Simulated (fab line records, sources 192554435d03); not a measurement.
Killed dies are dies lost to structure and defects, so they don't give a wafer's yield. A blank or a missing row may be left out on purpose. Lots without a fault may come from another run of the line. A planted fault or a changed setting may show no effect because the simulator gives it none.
fab line records | flow n5_finfet
record lots=24 wafers=72 last_day=19
route steps=1938 shown BEOL_M11@1549
lots that met no fault: from a run of the same line without faults
start_h: hours from the record's first day to the start of the lot's first wafer shown | wait_h: hours since the lot's step before | " the same as in the row above | L1.1+2: a row that stands for several wafers | - no value, or no start given | * or withheld: withheld | < > ~ a bound
route shown NAME@n: a module of which the file shows steps, and the number in the route of the first | usual: mean/standard deviation of fault-free wafers | same: alike in all rows | chamber/n: place in a boat | sites: the reading at each site | _std_site: their standard deviation | _edge_site: outer sites' mean less inner sites' | radius_mm: how far each site lies from the wafer's centre | mask NAME#n: copy n | behind: the tool/chamber that last shaped the wafer | hold: why the lot was held/for how many hours/how that ended | device: the transistor (n, p or np) that didn't switch | end of line: the same wafers' tests at the end of the route | a step without rows: its recipe alone | killed: dies lost to structure and defects at the first sort, not the wafer's yield | map: a wafer's dies, x killed, . not, _ none there
set.NAME: the setting as run; set.NAME@STEP: as run at that earlier step | model.NAME: the simulator's own value behind a step, which no gauge read
steps of the route over a sample of lots; a table a step, a row a wafer
services: from which hour (start_h, from the record's first day; less than 0 if before it) a tool's chamber was out of use, for how many hours, and why
## steps
# step N5_BEOL_M11_CD_MEAS_11
# recipe target_cd_nm=64.1 landing_energy_ev=500 detector=se_inlens polarity=opening
# usual cd_nm=64.4/0.54
# columns lot.wafer tool chamber start_h wait_h cd_nm
L074.1 cd_sem-02 0 228.44 - 64.5
L074.2 " 0 " " 63.6
L074.6 " 0 " " 64.8
L077.2 cd_sem-02 0 248.65 - 65.0
L077.3 " 0 " " 64.9
L077.5 " 0 " " 64.3
L075.2 cd_sem-02 0 255.74 - 65.5
L075.3 " 0 " " 64.1
L075.5 " 0 " " 65.1
L079.1 cd_sem-03 0 263.08 - 64.9
L079.3 " 0 " " 64.3
L079.4 " 0 " " 64.7
L078.3 cd_sem-01 0 263.31 - 64.3
L078.4 " 0 " " 64.3
L078.6 " 0 " " 64.3
L076.3 cd_sem-03 0 263.51 - 63.7
L076.4 " 0 " " 63.5
L076.5 " 0 " " 63.7
L082.1 cd_sem-01 0 287.18 - 64.9
L082.2 " 0 " " 64.1
L082.4 " 0 " " 64.8
L081.4 cd_sem-01 0 289.89 - 64.9
L081.5 " 0 " " 64.4
L081.6 " 0 " " 64.7
L083.1 cd_sem-03 0 298.15 - 65.1
L083.4 " 0 " " 63.3
L083.5 " 0 " " 64.3
L080.3 cd_sem-02 0 298.48 - 63.8
L080.4 " 0 " " 64.0
L080.5 " 0 " " 65.2
L085.1 cd_sem-02 0 304.89 - 64.3
L085.2 " 0 " " 64.4
L085.6 " 0 " " 64.6
L084.4 cd_sem-01 0 305.05 - 64.2
L084.5 " 0 " " 64.8
L084.6 " 0 " " 65.3
L086.2 cd_sem-01 0 319.12 - 64.4
L086.3 " 0 " " 64.3
L086.4 " 0 " " 63.6
L090.1 cd_sem-02 0 325.85 - 64.9
L090.2 " 0 " " 64.7
L090.4 " 0 " " 64.8
L088.1 cd_sem-02 0 339.44 - 64.8
L088.3 " 0 " " 64.6
L088.5 " 0 " " 64.5
L087.2 cd_sem-01 0 339.86 - 63.2
L087.3 " 0 " " 64.0
L087.4 " 0 " " 64.6
L089.2 cd_sem-02 0 345.87 - 65.6
L089.4 " 0 " " 65.7
L089.5 " 0 " " 65.0
L091.2 cd_sem-01 0 347.48 - 63.9
L091.4 " 0 " " 64.2
L091.5 " 0 " " 63.7
L092.1 cd_sem-03 0 374.84 - 64.1
L092.2 " 0 " " 64.1
L092.3 " 0 " " 64.9
L094.2 cd_sem-03 0 386.11 - 64.3
L094.3 " 0 " " 64.8
L094.4 " 0 " " 63.9
L093.1 cd_sem-03 0 393.32 - 64.0
L093.2 " 0 " " 64.5
L093.4 " 0 " " 64.8
L097.2 cd_sem-03 0 396.02 - 64.9
L097.4 " 0 " " 65.7
L097.6 " 0 " " 64.1
L096.2 cd_sem-03 0 400.81 - 64.1
L096.3 " 0 " " 63.9
L096.5 " 0 " " 64.4
L095.3 cd_sem-03 0 403.75 - 63.1
L095.4 " 0 " " 64.4
L095.5 " 0 " " 65.3
# step N5_BEOL_M11_INSPECT_13
# recipe mode=adi inspect_instrument=brightfield
# usual raw_defect_count=425/98
# columns lot.wafer tool chamber start_h wait_h raw_defect_count
L074.1 defect_inspect-02 - 228.49 0.0 281
L074.2 " - " " 313
L074.6 " - " " 267
L077.2 defect_inspect-02 - 248.71 0.0 419
L077.3 " - " " 537
L077.5 " - " " 612
L075.2 defect_inspect-02 - 255.79 0.0 437
L075.3 " - " " 317
L075.5 " - " " 348
L079.1 defect_inspect-01 - 263.27 0.2 395
L079.3 " - " " 346
L079.4 " - " " 284
L078.3 defect_inspect-01 - 263.36 0.0 513
L078.4 " - " " 473
L078.6 " - " " 522
L076.3 defect_inspect-01 - 263.56 0.0 391
L076.4 " - " " 448
L076.5 " - " " 454
L082.1 defect_inspect-02 - 287.23 0.0 400
L082.2 " - " " 311
L082.4 " - " " 312
L081.4 defect_inspect-01 - 289.94 0.0 414
L081.5 " - " " 372
L081.6 " - " " 337
L083.1 defect_inspect-02 - 298.21 0.0 290
L083.4 " - " " 488
L083.5 " - " " 396
L080.3 defect_inspect-01 - 298.53 0.0 437
L080.4 " - " " 331
L080.5 " - " " 535
L085.1 defect_inspect-01 - 304.94 0.0 572
L085.2 " - " " 688
L085.6 " - " " 448
L084.4 defect_inspect-02 - 305.10 0.0 607
L084.5 " - " " 431
L084.6 " - " " 358
L086.2 defect_inspect-01 - 319.17 0.0 446
L086.3 " - " " 323
L086.4 " - " " 353
L090.1 defect_inspect-02 - 325.90 0.0 367
L090.2 " - " " 314
L090.4 " - " " 424
L088.1 defect_inspect-02 - 339.50 0.0 412
L088.3 " - " " 293
L088.5 " - " " 382
L087.2 defect_inspect-02 - 339.92 0.0 416
L087.3 " - " " 310
L087.4 " - " " 386
L089.2 defect_inspect-01 - 345.93 0.0 436
L089.4 " - " " 532
L089.5 " - " " 508
L091.2 defect_inspect-02 - 347.53 0.0 444
L091.4 " - " " 439
L091.5 " - " " 609
L092.1 defect_inspect-01 - 374.89 0.0 640
L092.2 " - " " 436
L092.3 " - " " 390
L094.2 defect_inspect-01 - 386.16 0.0 484
L094.3 " - " " 541
L094.4 " - " " 524
L093.1 defect_inspect-01 - 393.37 0.0 389
L093.2 " - " " 432
L093.4 " - " " 498
L097.2 defect_inspect-01 - 396.07 0.0 389
L097.4 " - " " 456
L097.6 " - " " 542
L096.2 defect_inspect-02 - 400.87 0.0 419
L096.3 " - " " 492
L096.5 " - " " 421
L095.3 defect_inspect-02 - 403.80 0.0 327
L095.4 " - " " 297
L095.5 " - " " 376
# step N5_BEOL_M11_ETCH_62
# recipe chemistry=N2/H2 target=SOC target_depth_a=1100 overetch_a=220 mask_material=SiARC temp_c=40 time_s=165 ion_energy_ev=200 pressure_mtorr=30 source_w=840 bias_w=150 n2_flow_sccm=200 h2_flow_sccm=200
# usual drypump_motor_current_A=6.1/0.47 oes_product_au=0.65/0.073 rf_vpp_V=523.3/2.4 showerhead_plenum_p_Torr=2.52/0.077 throttle_valve_pct=17.90/0.27
# columns lot.wafer tool chamber start_h wait_h drypump_motor_current_A oes_product_au rf_hours_counter_h rf_vpp_V showerhead_plenum_p_Torr throttle_valve_pct
L074.1 rie_diel-06 1 228.61 0.0 5.8 0.63 161 521.8 2.45 17.67
L074.2 " 2 " " 6.7 0.60 231 520.3 2.40 18.04
L074.6 " 2 " " 6.7 0.59 - 519.0 2.40 18.02
L077.2 rie_diel-02 0 248.90 0.0 6.6 0.61 170 523.4 2.54 18.14
L077.3 " 2 " " 5.8 0.58 236 523.0 2.51 17.95
L077.5 " 0 " " 6.6 0.62 - 523.2 2.54 18.14
L075.2 rie_diel-02 3 256.03 0.0 6.5 0.65 134 519.9 2.45 18.15
L075.3 " 1 " " 5.7 0.60 196 526.1 2.63 17.92
L075.5 " 1 " " 5.7 0.60 - 526.2 2.63 17.92
L079.1 rie_diel-02 1 263.49 0.0 5.7 0.59 198 526.7 2.63 17.92
L079.3 " 0 " " 6.5 0.62 173 523.4 2.54 18.16
L079.4 " 3 " " 6.5 0.65 136 522.7 2.44 18.16
L078.3 rie_diel-06 1 263.55 0.0 5.8 0.63 166 521.4 2.45 17.68
L078.4 " 3 " " 5.6 0.59 191 526.6 2.63 18.00
L078.6 " 0 " " 6.5 0.72 - 524.6 2.57 17.65
L076.3 rie_diel-06 0 263.80 0.0 6.5 0.73 57 523.7 2.57 17.64
L076.4 " 1 " " 5.8 0.64 166 520.9 2.45 17.69
L076.5 " 0 " " 6.5 0.72 - 526.4 2.57 17.64
L082.1 rie_diel-05 2 287.35 0.0 6.7 0.79 7 524.4 2.51 17.44
L082.2 " 3 " " 5.2 0.59 229 523.7 2.50 17.93
L082.4 " 0 " " 6.0 0.73 40 525.8 2.59 17.41
L081.4 rie_diel-05 1 290.06 0.0 5.7 0.59 237 520.0 2.41 18.25
L081.5 " 2 " " 6.7 0.79 - 522.9 2.51 17.45
L081.6 " 1 " " 5.8 0.59 - 519.8 2.41 18.26
L083.1 rie_diel-06 0 298.33 0.0 6.4 0.72 64 524.8 2.57 17.67
L083.4 " 1 " " 5.8 0.62 174 519.7 2.45 17.70
L083.5 " 2 " " 6.7 0.59 - 520.8 2.40 18.07
L080.3 rie_diel-06 1 298.65 0.0 5.8 0.63 174 522.3 2.45 17.68
L080.4 " 3 " " 5.6 0.59 198 526.4 2.62 18.03
L080.5 " 2 " " 6.7 0.59 - 519.5 2.40 18.06
L085.1 rie_diel-02 0 305.06 0.0 6.5 0.61 184 523.8 2.53 18.17
L085.2 " 1 " " 5.7 0.59 209 527.1 2.62 17.95
L085.6 " 1 " " 5.7 0.59 - 525.9 2.62 17.93
L084.4 rie_diel-05 3 305.24 0.0 5.2 0.60 233 523.0 2.50 17.92
L084.5 " 1 " " 5.7 0.59 - 521.1 2.41 18.26
L084.6 " 0 " " 5.9 0.72 - 524.8 2.59 17.42
L086.2 rie_diel-05 1 319.29 0.0 5.7 0.58 244 519.6 2.41 18.27
L086.3 " 3 " " 5.2 0.59 238 522.9 2.50 17.94
L086.4 " 2 " " 6.7 0.77 15 521.9 2.51 17.47
L090.1 rie_diel-05 0 326.02 0.0 5.9 0.72 51 525.4 2.58 17.44
L090.2 " 3 " " 5.2 0.60 240 521.3 2.50 17.94
L090.4 " 1 " " 5.7 0.58 246 519.7 2.41 18.28
L088.1 rie_diel-06 2 339.62 0.0 6.7 0.81 7 529.0 2.71 17.71
L088.3 " 1 " " 5.8 0.63 186 521.8 2.44 17.72
L088.5 " 0 " " 6.5 0.70 - 525.8 2.57 17.68
L087.2 rie_diel-05 0 340.25 0.0 6.0 0.71 56 524.6 2.58 17.45
L087.3 " 3 " " 5.2 0.59 245 521.7 2.50 17.95
L087.4 " 1 " " 5.7 0.59 250 521.1 2.41 18.30
L089.2 rie_diel-05 0 346.28 0.0 6.0 0.71 57 525.3 2.58 17.46
L089.4 " 1 " " 5.7 0.58 252 519.2 2.41 18.28
L089.5 " 2 " " 6.8 0.75 - 521.1 2.51 17.47
L091.2 rie_diel-02 0 347.65 0.0 6.6 0.59 200 522.6 2.53 18.19
L091.4 " 2 " " 5.9 0.80 8 523.3 2.50 17.60
L091.5 " 1 " " 5.7 0.58 - 525.5 2.62 17.98
L092.1 rie_diel-02 3 375.01 0.0 6.5 0.63 170 520.9 2.43 18.20
L092.2 " 2 " " 5.8 0.78 15 523.9 2.50 17.62
L092.3 " 0 " " 6.5 0.59 207 523.9 2.52 18.21
L094.2 rie_diel-02 1 386.56 0.0 5.7 0.58 234 526.6 2.61 18.00
L094.3 " 2 " " 5.8 0.78 18 522.4 2.50 17.62
L094.4 " 0 " " 6.6 0.59 211 521.9 2.52 18.22
L093.1 rie_diel-02 1 393.49 0.0 5.7 0.57 236 525.7 2.61 17.99
L093.2 " 3 " " 6.6 0.62 175 519.4 2.43 18.22
L093.4 " 0 " " 6.6 0.58 213 522.5 2.52 18.22
L097.2 rie_diel-02 2 396.19 0.0 5.9 0.77 20 523.2 2.50 17.63
L097.4 " 3 " " 6.5 0.63 175 521.6 2.43 18.22
L097.6 " 1 " " 5.7 0.57 - 526.4 2.61 17.99
L096.2 rie_diel-02 0 400.99 0.0 6.5 0.59 215 523.7 2.52 18.23
L096.3 " 1 " " 5.7 0.57 238 526.7 2.61 17.99
L096.5 " 2 " " 5.9 0.77 - 522.5 2.49 17.63
L095.3 rie_diel-06 0 403.92 0.0 6.5 0.68 97 524.0 2.56 17.71
L095.4 " 1 " " 5.8 0.61 207 519.5 2.43 17.76
L095.5 " 3 " " 5.6 0.58 - 525.6 2.61 18.06
# step N5_BEOL_M11_STRIP_36
# recipe chemistry=N2/H2 power_w=450 temp_c=40 pressure_mtorr=20 rf_frequency_hz=6e+07 overash_fraction=0.3 bias_power_w=7 h2_frac=0.5 n2_flow_sccm=200 h2_flow_sccm=200
# usual drypump_motor_current_A=6.1/0.49 oes_product_au=0.76/0.088 rf_vpp_V=59.3/2.1 showerhead_plenum_p_Torr=2.52/0.081 throttle_valve_pct=23.73/0.29
# same overash_fraction=0.3
# columns lot.wafer tool chamber start_h wait_h drypump_motor_current_A oes_product_au rf_hours_counter_h rf_vpp_V showerhead_plenum_p_Torr throttle_valve_pct
L074.1 rie_diel-02 1 230.51 0.0 5.7 0.69 188 57.2 2.63 23.74
L074.2 " 2 " " 5.8 0.70 229 59.7 2.51 23.57
L074.6 " 3 " " 6.5 0.77 - 55.8 2.44 24.17
L077.2 rie_diel-06 2 250.39 0.0 6.7 0.70 238 57.6 2.40 23.74
L077.3 " 3 " " 5.5 0.70 188 56.7 2.62 23.85
L077.5 " 3 " " 5.6 0.71 - 60.5 2.62 23.78
L075.2 rie_diel-02 2 258.16 0.0 5.9 0.68 239 60.2 2.50 23.60
L075.3 " 1 " " 5.7 0.69 196 59.6 2.62 23.72
L075.5 " 3 " " 6.5 0.76 - 57.4 2.44 24.14
L079.1 rie_diel-02 0 267.28 0.0 6.5 0.72 174 59.9 2.53 23.98
L079.3 " 2 " " 5.9 0.69 241 59.3 2.50 23.60
L079.4 " 1 " " 5.7 0.69 199 57.3 2.62 23.71
L078.3 rie_diel-05 3 267.57 0.0 5.1 0.71 221 59.4 2.50 23.70
L078.4 " 0 " " 5.9 0.88 - 56.5 2.59 23.24
L078.6 " 1 " " 5.7 0.67 - 59.4 2.41 24.13
L076.3 rie_diel-06 2 268.17 0.0 6.7 0.68 242 60.0 2.40 23.74
L076.4 " 0 " " 6.4 0.87 58 61.1 2.57 23.60
L076.5 " 1 " " 5.8 0.76 - 59.7 2.45 23.48
L082.1 rie_diel-06 2 291.42 0.0 6.7 0.68 247 55.9 2.40 23.78
L082.2 " 3 " " 5.6 0.70 197 61.4 2.62 23.83
L082.4 " 0 " " 6.5 0.88 62 61.9 2.57 23.63
L081.4 rie_diel-02 0 291.43 0.0 6.5 0.72 181 58.9 2.53 24.02
L081.5 " 1 " " 5.7 0.69 - 60.3 2.62 23.74
L081.6 " 0 " " 6.5 0.71 - 64.1 2.53 24.04
L083.1 rie_diel-06 2 304.24 0.0 6.7 0.67 250 56.1 2.39 23.76
L083.4 " 0 " " 6.5 0.87 65 57.3 2.57 23.65
L083.5 " 3 " " 5.6 0.71 - 61.0 2.62 23.89
L080.3 rie_diel-02 3 304.41 0.0 6.5 0.76 146 59.6 2.44 24.16
L080.4 " 1 " " 5.7 0.69 - 58.6 2.62 23.79
L080.5 " 0 " " 6.6 0.70 - 59.1 2.53 24.02
L085.1 rie_diel-02 3 306.10 0.0 6.6 0.74 147 58.8 2.44 24.18
L085.2 " 0 " " 6.6 0.71 185 60.8 2.53 24.03
L085.6 " 0 " " 6.6 0.71 - 63.2 2.53 24.00
L084.4 rie_diel-05 2 306.41 0.0 6.8 0.92 11 59.1 2.51 23.21
L084.5 " 0 " " 5.9 0.85 - 65.3 2.58 23.23
L084.6 " 3 " " 5.2 0.70 - 56.9 2.50 23.73
L086.2 rie_diel-02 0 321.02 0.0 6.5 0.70 191 62.0 2.53 24.02
L086.3 " 1 " " 5.7 0.69 215 62.3 2.62 23.76
L086.4 " 1 " " 5.7 0.66 - 61.4 2.61 23.77
L090.1 rie_diel-05 1 328.04 0.0 5.7 0.66 246 57.6 2.41 24.05
L090.2 " 3 " " 5.2 0.70 241 57.0 2.49 23.72
L090.4 " 0 " " 5.9 0.85 51 60.8 2.58 23.27
L087.2 rie_diel-02 1 345.66 0.0 5.7 0.66 223 58.2 2.61 23.78
L087.3 " 3 " " 6.6 0.73 161 59.5 2.43 24.18
L087.4 " 2 " " 5.9 0.96 7 57.1 2.50 23.39
L088.1 rie_diel-05 3 346.00 0.0 5.2 0.69 247 57.8 2.49 23.73
L088.3 " 0 " " 6.0 0.84 57 59.8 2.58 23.19
L088.5 " 2 " " 6.7 0.89 - 58.0 2.50 23.26
L089.2 rie_diel-05 2 349.06 0.0 6.7 0.89 25 62.0 2.50 23.28
L089.4 " 1 " " 5.8 0.66 253 56.5 2.40 24.09
L089.5 " 0 " " 5.9 0.85 - 63.0 2.57 23.24
L091.2 rie_diel-05 1 349.53 0.0 5.7 0.66 253 59.2 2.40 24.09
L091.4 " 3 " " 5.1 0.70 248 56.9 2.49 23.73
L091.5 " 3 " " 5.2 0.69 - 58.3 2.49 23.73
L092.1 rie_diel-06 0 376.26 0.0 6.5 0.86 89 59.2 2.56 23.69
L092.2 " 1 " " 5.8 0.73 199 62.4 2.43 23.51
L092.3 " 3 " " 5.6 0.68 221 62.3 2.61 23.89
L094.2 rie_diel-06 3 389.58 0.0 5.6 0.67 226 58.7 2.61 23.90
L094.3 " 1 " " 5.8 0.71 203 55.9 2.43 23.52
L094.4 " 2 " " 6.7 0.93 14 57.5 2.71 23.61
L093.1 rie_diel-02 0 395.73 0.0 6.5 0.69 213 62.8 2.52 24.04
L093.2 " 1 " " 5.7 0.66 236 57.7 2.60 23.77
L093.4 " 3 " " 6.5 0.74 175 58.6 2.42 24.24
L097.2 rie_diel-06 1 399.77 0.0 5.8 0.72 206 57.5 2.43 23.51
L097.4 " 3 " " 5.6 0.69 228 56.2 2.61 23.89
L097.6 " 2 " " 6.7 0.95 - 61.1 2.71 23.61
L096.2 rie_diel-05 3 402.58 0.0 5.2 0.94 12 60.7 2.49 23.56
L096.3 " 2 " " 6.8 0.89 32 59.3 2.50 23.28
L096.5 " 3 " " 5.2 0.94 - 63.2 2.49 23.58
L095.3 rie_diel-06 3 406.67 0.0 5.6 0.67 230 61.1 2.61 23.85
L095.4 " 1 " " 5.8 0.71 207 58.0 2.43 23.51
L095.5 " 1 " " 5.9 0.70 - 58.6 2.43 23.51
# step N5_BEOL_M11_DEGAS_44
# recipe ambient=vacuum temp_c=250 time_s=60
# usual heater_power_w=344/25
# columns lot.wafer tool chamber start_h wait_h heater_power_w
L074.1 pvd_sputter-03 - 231.46 0.5 340
L074.2 " - " " 322
L074.6 " - " " 339
L077.2 pvd_sputter-02 - 252.05 0.8 412
L077.3 " - " " 336
L077.5 " - " " 343
L075.2 pvd_sputter-01 - 259.24 0.5 341
L075.3 " - " " 340
L075.5 " - " " 355
L079.1 pvd_sputter-01 - 268.03 0.3 343
L079.3 " - " " 355
L079.4 " - " " 338
L078.3 pvd_sputter-02 - 268.39 0.2 411
L078.4 " - " " 327
L078.6 " - " " 331
L076.3 pvd_sputter-02 - 268.91 0.2 325
L076.4 " - " " 337
L076.5 " - " " 331
L082.1 pvd_sputter-01 - 292.27 0.4 325
L082.2 " - " " 345
L082.4 " - " " 346
L081.4 pvd_sputter-02 - 294.08 1.9 336
L081.5 " - " " 319
L081.6 " - " " 328
L083.1 pvd_sputter-01 - 305.31 0.6 351
L083.4 " - " " 322
L083.5 " - " " 316
L080.3 pvd_sputter-01 - 305.59 0.5 339
L080.4 " - " " 361
L080.5 " - " " 344
L085.1 pvd_sputter-02 - 306.92 0.3 323
L085.2 " - " " 348
L085.6 " - " " 409
L084.4 pvd_sputter-02 - 307.15 0.1 318
L084.5 " - " " 349
L084.6 " - " " 408
L086.2 pvd_sputter-02 - 322.19 0.7 400
L086.3 " - " " 327
L086.4 " - " " 337
L090.1 pvd_sputter-01 - 328.94 0.4 345
L090.2 " - " " 342
L090.4 " - " " 342
L087.2 pvd_sputter-02 - 346.39 0.2 339
L087.3 " - " " 411
L087.4 " - " " 324
L088.1 pvd_sputter-02 - 346.74 0.3 394
L088.3 " - " " 324
L088.5 " - " " 400
L089.2 pvd_sputter-03 - 349.89 0.3 335
L089.4 " - " " 341
L089.5 " - " " 352
L091.2 pvd_sputter-03 - 350.31 0.3 321
L091.4 " - " " 334
L091.5 " - " " 334
L092.1 pvd_sputter-03 - 377.44 0.7 335
L092.2 " - " " 332
L092.3 " - " " 353
L094.2 pvd_sputter-01 - 390.35 0.3 320
L094.3 " - " " 335
L094.4 " - " " 342
L093.1 pvd_sputter-03 - 397.23 0.4 330
L093.2 " - " " 332
L093.4 " - " " 364
L097.2 pvd_sputter-01 - 400.96 0.3 352
L097.4 " - " " 317
L097.6 " - " " 357
L096.2 pvd_sputter-03 - 404.25 0.5 350
L096.3 " - " " 343
L096.5 " - " " 342
L095.3 pvd_sputter-01 - 408.00 0.7 347
L095.4 " - " " 317
L095.5 " - " " 368
# step N5_BEOL_M11_DEP_56
# recipe material=SiCN target_thk_a=300 temp_c=withheld precursor=3MS/NH3 pressure_torr=3 rf_w=675 time_s=10.5
# usual showerhead_plenum_p_Torr=4.150/0.021 throttle_valve_pct=18.4/0.97
# columns lot.wafer tool chamber start_h wait_h showerhead_plenum_p_Torr throttle_valve_pct
L074.1 pecvd-01 2 232.96 0.0 4.160 17.6
L074.2 " 0 " " 4.153 17.4
L074.6 " 0 " " 4.143 17.3
L077.2 pecvd-02 0 255.26 0.0 4.147 18.4
L077.3 " 1 " " 4.153 17.6
L077.5 " 1 " " 4.152 17.6
L075.2 pecvd-01 1 262.65 0.0 4.174 20.2
L075.3 " 2 " " 4.172 17.7
L075.5 " 1 " " 4.184 20.5
L079.1 pecvd-01 1 269.67 0.0 4.175 20.5
L079.3 " 0 " " 4.160 17.2
L079.4 " 0 " " 4.146 17.7
L078.3 pecvd-02 0 270.02 0.0 4.144 18.5
L078.4 " 2 " " 4.135 17.4
L078.6 " 1 " " 4.153 17.7
L076.3 pecvd-01 1 270.44 0.0 4.185 20.5
L076.4 " 0 " " 4.144 17.5
L076.5 " 1 " " 4.169 20.4
L082.1 pecvd-01 1 295.38 0.0 4.180 20.6
L082.2 " 2 " " 4.154 17.8
L082.4 " 0 " " 4.151 17.1
L081.4 pecvd-04 0 295.60 0.0 4.095 18.2
L081.5 " 1 " " 4.137 18.5
L081.6 " 2 " " 4.163 18.4
L083.1 pecvd-01 2 306.95 0.0 4.153 17.9
L083.4 " 0 " " 4.139 17.5
L083.5 " 1 " " 4.182 20.5
L080.3 pecvd-02 2 308.06 0.0 4.136 17.5
L080.4 " 2 " " 4.127 17.3
L080.5 " 0 " " 4.150 18.8
L085.1 pecvd-02 1 310.02 0.0 4.180 17.7
L085.2 " 2 " " 4.146 17.4
L085.6 " 2 " " 4.149 17.6
L084.4 pecvd-02 2 310.31 0.0 4.137 17.4
L084.5 " 0 " " 4.140 18.6
L084.6 " 1 " " 4.150 17.6
L086.2 pecvd-04 1 323.75 0.0 4.125 18.7
L086.3 " 1 " " 4.131 18.4
L086.4 " 2 " " 4.156 18.8
L090.1 pecvd-02 0 331.04 0.0 4.159 18.5
L090.2 " 2 " " 4.143 17.3
L090.4 " 0 " " 4.146 18.8
L087.2 pecvd-04 1 350.07 0.0 4.125 18.6
L087.3 " 2 " " 4.161 18.7
L087.4 " 1 " " 4.126 18.2
L088.1 pecvd-04 0 350.24 0.0 4.101 18.2
L088.3 " 1 " " 4.121 18.3
L088.5 " 2 " " 4.159 18.6
L089.2 pecvd-04 2 351.68 0.0 4.160 18.6
L089.4 " 2 " " 4.165 18.8
L089.5 " 0 " " 4.097 18.4
L091.2 pecvd-04 2 354.24 0.0 4.156 18.7
L091.4 " 0 " " 4.102 18.1
L091.5 " 1 " " 4.124 18.6
L092.1 pecvd-01 0 380.68 0.0 4.148 17.4
L092.2 " 1 " " 4.171 20.4
L092.3 " 2 " " 4.164 18.1
L094.2 pecvd-01 2 392.08 0.0 4.158 18.3
L094.3 " 1 " " 4.174 20.3
L094.4 " 1 " " 4.165 20.6
L093.1 pecvd-01 2 399.04 0.0 4.159 18.1
L093.2 " 1 " " 4.172 20.3
L093.4 " 0 " " 4.147 17.3
L097.2 pecvd-01 2 403.71 0.0 4.162 18.1
L097.4 " 0 " " 4.141 17.5
L097.6 " 1 " " 4.173 20.5
L096.2 pecvd-01 2 407.46 0.0 4.153 18.1
L096.3 " 0 " " 4.152 17.5
L096.5 " 0 " " 4.146 17.3
L095.3 pecvd-04 0 410.94 0.0 4.098 18.2
L095.4 " 2 " " 4.159 18.8
L095.5 " 0 " " 4.106 18.2
## services
# columns tool chamber start_h hours kind
rie_diel-06 3 216.58 5.0 repair
rie_diel-06 1 240.99 8.6 repair
pecvd-02 - 247.82 2.8 pm
rie_diel-05 2 250.56 - clean
rie_diel-05 2 250.56 - consumable_replace:focus_ring
rie_diel-05 2 250.56 17.4 scheduled_down
rie_diel-05 2 250.56 17.4 vent_cycle
pecvd-01 1 276.42 5.0 repair
rie_diel-02 2 299.96 - clean
rie_diel-02 2 299.96 - consumable_replace:focus_ring
rie_diel-02 2 299.96 22.6 scheduled_down
rie_diel-02 2 299.96 22.6 vent_cycle
rie_diel-06 2 304.96 - clean
rie_diel-06 2 304.96 - consumable_replace:focus_ring
rie_diel-06 2 304.96 - consumable_replace:showerhead
rie_diel-06 2 304.96 12.3 scheduled_down
rie_diel-06 2 304.96 12.3 vent_cycle
rie_diel-06 1 319.92 6.7 repair
pecvd-01 - 350.02 2.8 repair
rie_diel-06 3 357.07 4.4 repair
rie_diel-05 3 357.31 - clean
rie_diel-05 3 357.31 - consumable_replace:focus_ring
rie_diel-05 2 361.93 29.1 repair
pvd_sputter-01 - 370.77 4.7 repair
## key
fault none
